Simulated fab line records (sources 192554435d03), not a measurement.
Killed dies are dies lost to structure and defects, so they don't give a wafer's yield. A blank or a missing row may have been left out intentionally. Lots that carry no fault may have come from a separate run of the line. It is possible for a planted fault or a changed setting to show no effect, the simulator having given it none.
Problem report, 8D (eight disciplines) form, completed by code :: flow n5-finfet :: the parts of the form that need people (team, actions taken, sign-off) are left out

== 1. WHAT WENT WRONG ==
RC_DENSE_P at N5_BEOL_M4_RC_MEAS_101 reads a mean of 87.9 ohm.um on 9 wafers of 3 lots; wafers without a fault read 23.9 ohm.um with a standard deviation of 0.53. So: +99 or more standard deviations from the usual mean.
The first sign was on wafer L494.1 at day 11 09:05, on prober-01. The record has a number at this step for 27 wafers belonging to 9 lots. Rule for "out" (also "out of limits"): further than 4 standard deviations from the usual mean. Any other wafer with a number is counted as sound.

== 2. WHAT IT IS, WHAT IT ISN'T ==
question: which readings at this step
is: RC_DENSE_P, RC_DENSE_N, RC_N, RC_P, REXT_N, REXT_P
is not: DIBL_N, DIBL_P, IOFF_N, IOFF_P, SS_N, SS_P, VT_N

question: which lots
is: L494, L495, L496
is not: L483, L484, L487, L491, L498, L502

question: which wafers of those lots
is: all that have a number
is not: -

question: read on which gauges
is: prober-01, prober-02
is not: -

question: when
is: from day 11 09:05
is not: up to then (12 sound wafers); but 6 sound wafers of L498, L502 came after

== 3. WHAT RULES OUT EACH SUSPECT ==
Counting: a tool at any process step up to the reading remains a suspect when it ran all the lots that are out and ran no sound lot after the first of those.
- the gauge at N5_BEOL_M4_RC_MEAS_101 has been ruled out. The wafers that are out were read on 2 gauges (prober-01, prober-02).
- rtp-anneal-02 at N5_MOL_CONTACT_COAG_SIL_ANNEAL_21 (time 60 s): kept. It processed each lot that is out, first L494 at day 8 13:18, and no sound lot thereafter; up to then, the last sound lot it processed was L484 at day 6 00:06.
Left after counting: rtp-anneal-02 at N5_MOL_CONTACT_COAG_SIL_ANNEAL_21.

== 4. THE CAUSE (what the simulator had put in) ==
Step skipped in full: rtp-anneal-02, at N5_MOL_CONTACT_COAG_SIL_ANNEAL_21, from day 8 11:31 onward. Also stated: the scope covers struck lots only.
This tool alone remained once counting was done.

== 5. SEQUENCE OF EFFECTS, ordered by route ==
One row per reading whose mean, taken over the struck wafers that have a number, lies over 3 standard deviations from the usual. Only readings for which the record gives a usual standard deviation are gone through. hours: the time from each lot's start at the first step in this table that gives one to its start at this step, as a median over the lots. sigmas: the change in usual standard deviations.
hours: 0
step: N5_BEOL_M4_RC_MEAS_101
reading: ION_N
usual: 675 uA/um
on struck wafers: 617
change: -58
sigmas: -4.8

hours: 0
step: N5_BEOL_M4_RC_MEAS_101
reading: ION_P
usual: 460 uA/um
on struck wafers: 423
change: -37
sigmas: -4.5

hours: 0
step: N5_BEOL_M4_RC_MEAS_101
reading: RC_DENSE_N
usual: 19.1 ohm.um
on struck wafers: 70.0
change: +50.9
sigmas: +99 or more

hours: 0
step: N5_BEOL_M4_RC_MEAS_101
reading: RC_DENSE_P
usual: 23.9 ohm.um
on struck wafers: 87.9
change: +64.0
sigmas: +99 or more

hours: 0
step: N5_BEOL_M4_RC_MEAS_101
reading: RC_N
usual: 15.6 ohm.um
on struck wafers: 57.0
change: +41.4
sigmas: +99 or more

hours: 0
step: N5_BEOL_M4_RC_MEAS_101
reading: RC_P
usual: 19.4 ohm.um
on struck wafers: 71.6
change: +52.2
sigmas: +99 or more

hours: 0
step: N5_BEOL_M4_RC_MEAS_101
reading: REXT_N
usual: 76.5 ohm.um
on struck wafers: 112.6
change: +36.1
sigmas: +23

hours: 0
step: N5_BEOL_M4_RC_MEAS_101
reading: REXT_P
usual: 100.3 ohm.um
on struck wafers: 144.9
change: +44.6
sigmas: +17

hours: 108
step: N5_PASSIVATION_PROBE_49
reading: sort_bin_8_speed
usual: 0.00 %
on struck wafers: 61.30
change: +61.30
sigmas: +99 or more

hours: 108
step: N5_PASSIVATION_PROBE_49
reading: sort-n-pass
usual: 1077
on struck wafers: 361
change: -716
sigmas: -42

hours: 108
step: N5_PASSIVATION_PROBE_49
reading: sort-yield-pct
usual: 91.3 %
on struck wafers: 30.6
change: -60.7
sigmas: -40
Here are the process steps it includes:
- N5_PASSIVATION_PROBE_49
Readings that are blank on the struck wafers while sound wafers have them: lamp-power-pct at N5_MOL_CONTACT_COAG_SIL_ANNEAL_21; lamp_zone_1_pct at N5_MOL_CONTACT_COAG_SIL_ANNEAL_21; lamp_zone_4_pct at N5_MOL_CONTACT_COAG_SIL_ANNEAL_21; wafer_temp_C_max at N5_MOL_CONTACT_COAG_SIL_ANNEAL_21.

== 6. HOW IT WOULD HAVE BEEN CAUGHT EARLIER ==
In this record the first reading out of limits at a measuring or inspecting step was taken at day 11 09:05, 70 hours after the fault began at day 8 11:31.
At N5_MOL_CONTACT_COAG_SIL_ANNEAL_21 the tool's readings are blank on the struck wafers, where sound wafers have them: an empty tool record is the first sign, and it was there at once.
Lots out: 3; all had begun N5_MOL_CONTACT_COAG_SIL_ANNEAL_21 on rtp-anneal-02 by day 11 09:05. Tool hold at that time: it would have spared none of them.
